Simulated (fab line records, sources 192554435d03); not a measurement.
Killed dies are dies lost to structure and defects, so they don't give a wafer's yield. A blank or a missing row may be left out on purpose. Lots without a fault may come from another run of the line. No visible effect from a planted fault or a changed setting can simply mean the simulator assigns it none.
Problem report in the 8D (eight disciplines) form, filled by code + flow n5_finfet + the parts of the form that need people (team, actions taken, sign-off) are left out

## 1. THE ISSUE
spin_speed_rpm at N5_BEOL_M0_SAQP_COAT_08 reads a mean of 1803.1 rpm on 6 wafers of 2 lots; wafers without a fault read 1499.9 rpm with a standard deviation of 1. So: +99 or more standard deviations from the usual mean.
The step: resist thk 90 nm.
First seen on wafer L158.1, day 8 09:13, on litho_track-03. The record holds 18 wafers of 6 lots with a number at this step. The rule behind "out" and "out of limits": a value lying over 4 standard deviations away from the usual mean. Any other wafer with a number is counted as sound.

## 2. WHAT IT IS; WHAT IT IS NOT
| question                    | is                     | is not                                                                         |
|-----------------------------|------------------------|--------------------------------------------------------------------------------|
| which readings at this step | spin_speed_rpm         | -                                                                              |
| which lots                  | L158, L160             | L148, L159, L169, L170                                                         |
| which wafers of those lots  | all that have a number | -                                                                              |
| read on which tools         | litho_track-03         | litho_track-01, litho_track-04                                                 |
| when                        | from day 8 09:13       | up to then (3 sound wafers); but 9 sound wafers of L159, L169, L170 came after |

## 3. THE SUSPECTS, EACH WITH WHAT RULES IT OUT
Counting: a tool at a process step up to the reading stays a suspect if it ran every lot that is out and no sound lot after the first of them.
- pvd_sputter-02 at N5_BEOL_M0_SAQP_HM_DEP_02 (deposits TiN, target thk 12 nm): ruled out as a lasting fault. The sound lots L159, L169 went through it after L158, its earliest lot that is out (day 8 08:46).
- pecvd-03 at N5_BEOL_M0_SAQP_PECVD_03 (deposits SiCN from 3MS/NH3, target thk 12 nm, time 21.1 s): kept. It ran every lot that is out, first L158 (day 8 08:53), and no sound lot after that; its last sound lot up to then is L148 (day 5 20:52).
- pecvd-03 at N5_BEOL_M0_SAQP_PECVD_96 (deposits a-Si from SiH4/He, target thk 45 nm, time 45.2 s): kept. It ran every lot that is out, first L158 (day 8 08:55), and no sound lot after that; its last sound lot up to then is L148 (day 5 20:55).
- pecvd-03 at N5_BEOL_M0_SAQP_PECVD_97 (deposits SiNx from SiH4/NH3/N2, target thk 23 nm, time 19.9 s): kept. It ran every lot that is out, first L158 (day 8 08:58), and no sound lot after that; its last sound lot up to then is L148 (day 5 20:59).
- litho_track-03 at N5_BEOL_M0_SAQP_COAT_08 (resist thk 90 nm): ruled out as a lasting fault. The sound lots L170 went through it after L158, its earliest lot that is out (day 8 09:13).
After the count, these remain: pecvd-03 at N5_BEOL_M0_SAQP_PECVD_03, pecvd-03 at N5_BEOL_M0_SAQP_PECVD_96 and pecvd-03 at N5_BEOL_M0_SAQP_PECVD_97.

## 4. THE CAUSE (what the simulator had put in)
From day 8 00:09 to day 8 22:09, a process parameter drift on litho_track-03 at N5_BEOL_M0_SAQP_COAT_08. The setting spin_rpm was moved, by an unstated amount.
Counting ruled it out, wrongly.

## 5. THE EFFECT CHAIN, in route order
Each row: a reading whose mean over the struck wafers that have a number lies more than 3 standard deviations from the usual. Only readings for which the record gives a usual standard deviation are gone through. hours: the time from each lot's start at the first step in this table that gives one to its start at this step, as a median over the lots. sigmas: the change in usual standard deviations.
| hours | step                    | reading        | usual      | on struck wafers | change | sigmas      |
|-------|-------------------------|----------------|------------|------------------|--------|-------------|
| 0     | N5_BEOL_M0_SAQP_COAT_08 | spin_speed_rpm | 1499.9 rpm | 1803.1           | +303.2 | +99 or more |
The process steps in it:
- N5_BEOL_M0_SAQP_COAT_08: resist thk 90 nm.
At these later measuring or inspecting steps, every struck wafer for which the step has a row has a number for every such reading, and none has moved that far: N5_BEOL_M0_SAQP_CD_MEAS_14, N5_BEOL_M0_SAQP_OVL_MEAS_15, N5_BEOL_M0_SAQP_INSPECT_16, N5_BEOL_M4_RC_MEAS_101.

## 6. WHAT WOULD HAVE CAUGHT IT SOONER
First out-of-limits reading in this record: day 8 09:13, which is 9 hours after fault onset at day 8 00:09.
